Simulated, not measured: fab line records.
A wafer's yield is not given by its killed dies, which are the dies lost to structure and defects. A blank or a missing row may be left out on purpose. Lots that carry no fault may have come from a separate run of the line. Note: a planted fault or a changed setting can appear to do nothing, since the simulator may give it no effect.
Split-lot experiment    flow n5Finfet    7 lots, 21 wafers read, on a route of 1938 steps

ABOUT THE SPLIT
At N5_SD_EPI_N_EPI_21 (deposits Si:P, time 690 s), the setting tempC was moved away from the recipe's 680 C on 8 of the 21 wafers read, by -0.5% to +0.6%. For the rest of the wafers, this setting stayed at what the recipe calls for.

FROM THE SPLIT TO THE READING: what the file shows between them, 3 steps
- N5_SD_EPI_N_PRECLEAN_24: cleans in O3/DIW, time 60 s
- N5_SD_ACTIVATION_RTA_00: time 0 s
- N5_SD_ACTIVATION_LSA_01: time 0.0008 s

THE READING
At N5_SD_ACTIVATION_RS_MEAS_03, a four-point-probe measurement gives RS_SD_N in ohm/sq. Typical for fault-free wafers on this fab line: 22.0 ohm/sq, with standard deviation 0.31 ohm/sq.

wafer   tool, chamber at the split  tempC as run, C  against the recipe  RS_SD_N, ohm/sq  against lot-mates on the recipe
L078.3  epiRpcvd-04, 0              680              recipe              21.7             -
L078.5  epiRpcvd-04, 0              676.7            -0.5%               23.0             +1.3
L078.6  epiRpcvd-04, 0              676.7            -0.5%               23.3             +1.6
L081.1  epiRpcvd-03, 0              680              recipe              21.8             -
L081.2  epiRpcvd-03, 0              680              recipe              21.5             -
L081.4  epiRpcvd-03, 0              680              recipe              21.8             -
L082.1  epiRpcvd-03, 0              680              recipe              22.0             -
L082.3  epiRpcvd-03, 0              680              recipe              22.1             -
L082.6  epiRpcvd-03, 0              676.5            -0.5%               23.5             +1.4
L083.2  epiRpcvd-02, 0              680              recipe              22.3             -
L083.5  epiRpcvd-02, 0              680              recipe              22.3             -
L083.6  epiRpcvd-02, 0              680              recipe              22.1             -
L084.1  epiRpcvd-03, 0              680              recipe              22.0             -
L084.3  epiRpcvd-03, 0              684.3            +0.6%               21.2             -0.8
L084.5  epiRpcvd-03, 0              684.3            +0.6%               20.6             -1.4
L096.2  epiRpcvd-04, 0              680              recipe              21.9             -
L096.3  epiRpcvd-04, 0              678.7            -0.2%               22.2             +0.3
L096.6  epiRpcvd-04, 0              680              recipe              21.9             -
L097.2  epiRpcvd-04, 0              680              recipe              21.7             -
L097.3  epiRpcvd-04, 0              682.1            +0.3%               21.2             -0.5
L097.4  epiRpcvd-04, 0              682.1            +0.3%               21.4             -0.3

FIT RESULTS
A straight line over all 21 wafers: RS_SD_N changes by -2.13 ohm/sq for each +1% of tempC; r = -0.93; the points scatter about the line by 0.26 ohm/sq.
The same after taking each lot's own level away (the mean of its wafers on the recipe; 21 wafers): -2.2 ohm/sq for each +1%; r = -0.95; scatter 0.21 ohm/sq.
That fit puts the effect of the largest move of tempC on the reading at 1.4 ohm/sq.
Measured against the standard deviation above, the lots' own levels, which go from 21.70 to 22.23 ohm/sq, span 1.7 times it.
So the lot-to-lot level changes the slope little: the two slopes agree.
Check: -1.47 ohm/sq against its lot-mates is what the line predicts for one of the wafers moved furthest among these (+0.6%) when that wafer is left out of the fit. It came out at -0.8 ohm/sq against them.

THESE WAFERS: OTHER SPLITS
These wafers also went through other splits before the reading. Each is held against what the fit with the lots' levels taken away leaves over:
other split on the same wafers  wafers away from the commonest value  r with RS_SD_N (lot level and that fit taken away)
N5_DUMMY_GATE_EXPOSE_12 doseMj  7                                     -0.23

THE WHOLE CHAIN: every reading that the file lists as answering this split, in the file's order
step                         what it does                  reading                                                                         change (the file's fit)               r (the file's)
N5_SD_EPI_N_EPI_21           deposits Si:P, time 690 s     Si-P_of_SD_EPI_N_EPI_21.thkNm (the simulator's own value, which no gauge read)  +5.95 nm for each +1% of the setting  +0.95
N5_SD_ACTIVATION_RS_MEAS_03  measures by four-point-probe  RS_SD_N                                                                         -2.22 for each +1% of the setting     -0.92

THE FILE'S OWN FIT
RS_SD_N changes by -2.22 ohm/sq for each +1% of tempC, r = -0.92.
